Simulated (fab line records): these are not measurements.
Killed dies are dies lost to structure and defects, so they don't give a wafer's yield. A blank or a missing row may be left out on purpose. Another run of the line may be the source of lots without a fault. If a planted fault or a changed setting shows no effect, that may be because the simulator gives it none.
Split-lot trial + flow n5_finfet + 39 wafers read from 7 lots, route of 1938 steps

ON THE SPLIT
At N5_BEOL_M0_SAQP_PECVD_96 (deposits a-Si from SiH4/He, target thk 45 nm, time 45.2 s), the setting time_s was moved away from the recipe's 45.2 s on 9 of the 39 wafers read, by -36.0% to +47.1%. This setting was run at the recipe's value on the other wafers.

FROM THE SPLIT TO THE READING: what the file shows between them, 4 steps
- N5_BEOL_M0_SAQP_PECVD_97: deposits SiNx from SiH4/NH3/N2, target thk 23 nm, time 19.9 s
- N5_BEOL_M0_SAQP_PECVD_04: deposits a-Si from SiH4/He, target thk 60 nm, time 60.2 s
- N5_BEOL_M0_SAQP_ETCH_101: etches SiNx in CH3F/O2, target depth 29.9 nm, time 42.7 s
- N5_BEOL_M0_SAQP_ETCH_102: etches SiO2 in CF4, target depth 4 nm, time 4.4 s

THE READING
oes_product_au, in a.u., at N5_BEOL_M0_SAQP_MANDREL_ETCH_103 (etches a-Si in HBr/Cl2, stops on SiCN, target depth 45 nm, bt time 10 s, time 27 s). On this fab line, fault-free wafers typically give 0.679 a.u. with a standard deviation of 0.011 a.u.

| wafer  | tool, chamber at the split | time_s as run, s | against the recipe | oes_product_au, a.u. | against lot-mates on the recipe |
|--------|----------------------------|------------------|--------------------|----------------------|---------------------------------|
| L076.1 | pecvd-04, 2,1              | 45.2             | recipe             | 0.694                | -                               |
| L076.2 | pecvd-04, 0                | 45.2             | recipe             | 0.676                | -                               |
| L076.3 | pecvd-04, 1,2              | 45.2             | recipe             | 0.676                | -                               |
| L076.4 | pecvd-04, 2,1              | 45.2             | recipe             | 0.672                | -                               |
| L076.5 | pecvd-04, 0                | 45.2             | recipe             | 0.675                | -                               |
| L076.6 | pecvd-04, 1,2              | 45.2             | recipe             | 0.690                | -                               |
| L077.1 | pecvd-04, 1                | 45.2             | recipe             | 0.661                | -                               |
| L077.2 | pecvd-04, 2                | 37.63            | -16.7%             | 0.616                | -0.044                          |
| L077.3 | pecvd-04, 0,2              | 37.63            | -16.7%             | 0.618                | -0.042                          |
| L077.4 | pecvd-04, 0                | 45.2             | recipe             | 0.654                | -                               |
| L077.5 | pecvd-04, 0,2              | 37.63            | -16.7%             | 0.624                | -0.036                          |
| L077.6 | pecvd-04, 1                | 45.2             | recipe             | 0.664                | -                               |
| L083.1 | pecvd-01, 1                | 45.2             | recipe             | 0.692                | -                               |
| L083.3 | pecvd-01, 0                | 45.2             | recipe             | 0.670                | -                               |
| L083.5 | pecvd-01, 2                | 45.2             | recipe             | 0.690                | -                               |
| L085.1 | pecvd-02, 2                | 45.2             | recipe             | 0.664                | -                               |
| L085.2 | pecvd-02, 0                | 45.2             | recipe             | 0.686                | -                               |
| L085.3 | pecvd-02, 1                | 45.2             | recipe             | 0.665                | -                               |
| L085.4 | pecvd-02, 0,1              | 45.2             | recipe             | 0.685                | -                               |
| L085.5 | pecvd-02, 2                | 45.2             | recipe             | 0.683                | -                               |
| L085.6 | pecvd-02, 0,1              | 45.2             | recipe             | 0.680                | -                               |
| L086.1 | pecvd-01, 2                | 45.2             | recipe             | 0.679                | -                               |
| L086.2 | pecvd-01, 1                | 45.2             | recipe             | 0.686                | -                               |
| L086.3 | pecvd-01, 0                | 45.2             | recipe             | 0.674                | -                               |
| L086.4 | pecvd-01, 2,1              | 45.2             | recipe             | 0.702                | -                               |
| L086.5 | pecvd-01, 2,1              | 45.2             | recipe             | 0.675                | -                               |
| L086.6 | pecvd-01, 0                | 45.2             | recipe             | 0.680                | -                               |
| L088.1 | pecvd-04, 0                | 45.2             | recipe             | 0.671                | -                               |
| L088.2 | pecvd-04, 1                | 66.47            | +47.1%             | 0.860                | +0.184                          |
| L088.3 | pecvd-04, 2                | 66.47            | +47.1%             | 0.836                | +0.160                          |
| L088.4 | pecvd-04, 1                | 45.2             | recipe             | 0.694                | -                               |
| L088.5 | pecvd-04, 0                | 66.47            | +47.1%             | 0.855                | +0.179                          |
| L088.6 | pecvd-04, 2                | 45.2             | recipe             | 0.663                | -                               |
| L097.1 | pecvd-02, 0                | 45.2             | recipe             | 0.685                | -                               |
| L097.2 | pecvd-02, 2                | 28.94            | -36.0%             | 0.541                | -0.143                          |
| L097.3 | pecvd-02, 1                | 28.94            | -36.0%             | 0.535                | -0.149                          |
| L097.4 | pecvd-02, 2,1              | 45.2             | recipe             | 0.687                | -                               |
| L097.5 | pecvd-02, 2,1              | 45.2             | recipe             | 0.681                | -                               |
| L097.6 | pecvd-02, 0                | 28.94            | -36.0%             | 0.560                | -0.124                          |
When a row names more than one chamber, that row covers several wafers, and the file does not tell which wafer ran in which chamber.

THE FIT
A straight line over all 39 wafers: oes_product_au changes by +0.00366 a.u. for each +1% of time_s; r = +0.99; the points scatter about the line by 0.011 a.u.
The same after taking each lot's own level away (the mean of its wafers on the recipe; 39 wafers): +0.00366 a.u. for each +1%; r = +0.99; scatter 0.011 a.u.
The reading moves by 0.17 a.u. for the largest change in time_s, on that fit.
The lots' own levels span 0.6597 to 0.6843 a.u., that is 2.2 times the standard deviation above.
The two slopes agree, so the slope changes little with the lot-to-lot level.
Check: +0.171 a.u. against its lot-mates is what the line predicts for one of the wafers moved furthest among these (+47.1%) when that wafer is left out of the fit. It came out at +0.184 a.u. against them.

OTHER SPLITS APPLIED TO THESE WAFERS
Other splits were also applied to these wafers ahead of the reading. Each is held against what the fit with the lots' levels taken away leaves over:
| other split on the same wafers     | wafers away from the commonest value | r with oes_product_au (lot level and that fit taken away) |
|------------------------------------|--------------------------------------|-----------------------------------------------------------|
| N5_FIN_SAQP_HM_DEP_72 time_s       | 15                                   | -0.09                                                     |
| N5_SD_EPI_N_ETCH_45 target_depth_a | 15                                   | -0.10                                                     |
| N5_HKMG_FIN_HK_ALD_01 ald_cycles   | 12                                   | +0.15                                                     |

THE WHOLE CHAIN: every reading that the file lists as answering this split, in the file's order
| step                             | what it does                                                                       | reading                                                                               | change (the file's fit)                   | r (the file's) |
|----------------------------------|------------------------------------------------------------------------------------|---------------------------------------------------------------------------------------|-------------------------------------------|----------------|
| N5_BEOL_M0_SAQP_PECVD_96         | deposits a-Si from SiH4/He, target thk 45 nm, time 45.2 s                          | a-Si_of_BEOL_M0_SAQP_PECVD_96.thk_nm (the simulator's own value, which no gauge read) | +0.447 nm for each +1% of the setting     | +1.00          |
| N5_BEOL_M0_SAQP_MANDREL_ETCH_103 | etches a-Si in HBr/Cl2, stops on SiCN, target depth 45 nm, bt time 10 s, time 27 s | oes_product_au                                                                        | +0.00366 a.u. for each +1% of the setting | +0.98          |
| N5_BEOL_M0_SAQP_MANDREL_ETCH_103 | etches a-Si in HBr/Cl2, stops on SiCN, target depth 45 nm, bt time 10 s, time 27 s | etch.depth_nm (the simulator's own value, which no gauge read)                        | +0.447 nm for each +1% of the setting     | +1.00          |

THE FILE'S OWN FIT
oes_product_au changes by +0.00366 a.u. for each +1% of time_s, r = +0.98.
